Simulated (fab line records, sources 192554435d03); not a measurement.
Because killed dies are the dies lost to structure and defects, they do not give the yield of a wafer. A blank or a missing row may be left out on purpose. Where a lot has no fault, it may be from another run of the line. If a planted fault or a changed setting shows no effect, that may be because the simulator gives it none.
Matching of chambers    flow n5_finfet    N5_HKMG_FIN_CMP_94 on cmp-01 has 4 sister chambers
The step polishes, stops on SiNx, t overpolish 4.7 s, target thk 43.299 nm. 16 wafers are shown with their chamber, then 8 later ones without.

== WAFERS PAIRED WITH THEIR CHAMBERS ==
wafer   chamber  motor_current_A (A)  platen_rpm (rpm)  slurry_flow_ml_min
L075.1  3        13.6                 50.29             149.2
L075.3  1        13.4                 50.26             150.1
L075.6  0        12.7                 50.33             149.3
L076.1  1        13.1                 50.31             150.3
L076.4  3        13.8                 50.26             150.4
L076.6  2        10.6                 50.28             150.0
L081.1  0        12.2                 50.31             149.6
L081.2  1        13.6                 50.29             149.5
L081.5  1        14.2                 50.28             149.5
L088.3  1        12.9                 50.35             150.3
L088.5  0        12.3                 50.36             149.5
L088.6  1        13.5                 50.29             150.9
L089.2  0        13.0                 50.26             150.2
L089.4  1        13.4                 50.28             150.8
L089.6  3        14.0                 50.26             150.3
L092.1  2        10.6                 50.28             149.8

SIGNATURES (averages over the wafers above)
reading             chamber 0  chamber 1  chamber 2  chamber 3  scatter within a chamber
motor_current_A     12.550     13.443     10.600     13.800     0.354
platen_rpm          50.3150    50.2943    50.2800    50.2700    0.0301
slurry_flow_ml_min  149.650    150.200    149.900    149.967    0.518
Rule: for a wafer and a chamber, the distance is found by dividing, reading by reading, the gap between the wafer's reading and the chamber's mean by the reading's scatter, squaring, summing and taking the root. If the next closest chamber is less than 2 further off than the closest, the wafer can't be placed; otherwise it belongs to the closest. How the scatter is found: for the shown wafers, subtract from each reading the mean of its chamber, square and add these, divide the total by (wafers less chambers), then take the root.

== WAFERS WITHOUT THEIR CHAMBER ==
wafer   motor_current_A (A)  platen_rpm (rpm)  slurry_flow_ml_min
L092.4  13.6                 50.30             149.6
L092.6  13.3                 50.22             149.7
L094.2  10.5                 50.26             150.3
L094.3  12.4                 50.30             150.2
L094.4  14.0                 50.33             149.8
L096.2  13.5                 50.30             150.4
L096.3  12.0                 50.28             150.0
L096.4  13.0                 50.30             149.8

== WHICH CHAMBER EACH WENT THROUGH ==
wafer   from the rows above           in truth
L092.4  can't be placed: 1 or 3 or 0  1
L092.6  can't be placed: 3 or 1 or 0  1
L094.2  2                             2
L094.3  can't be placed: 0 or 1       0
L094.4  can't be placed: 3 or 1       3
L096.2  can't be placed: 1 or 3       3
L096.3  can't be placed: 0 or 2       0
L096.4  can't be placed: 0 or 1 or 3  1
1 of 8 placed correctly. Cannot be placed on the basis of these rows: 7; the candidates contain the true chamber in 7. 0 placed wrongly.
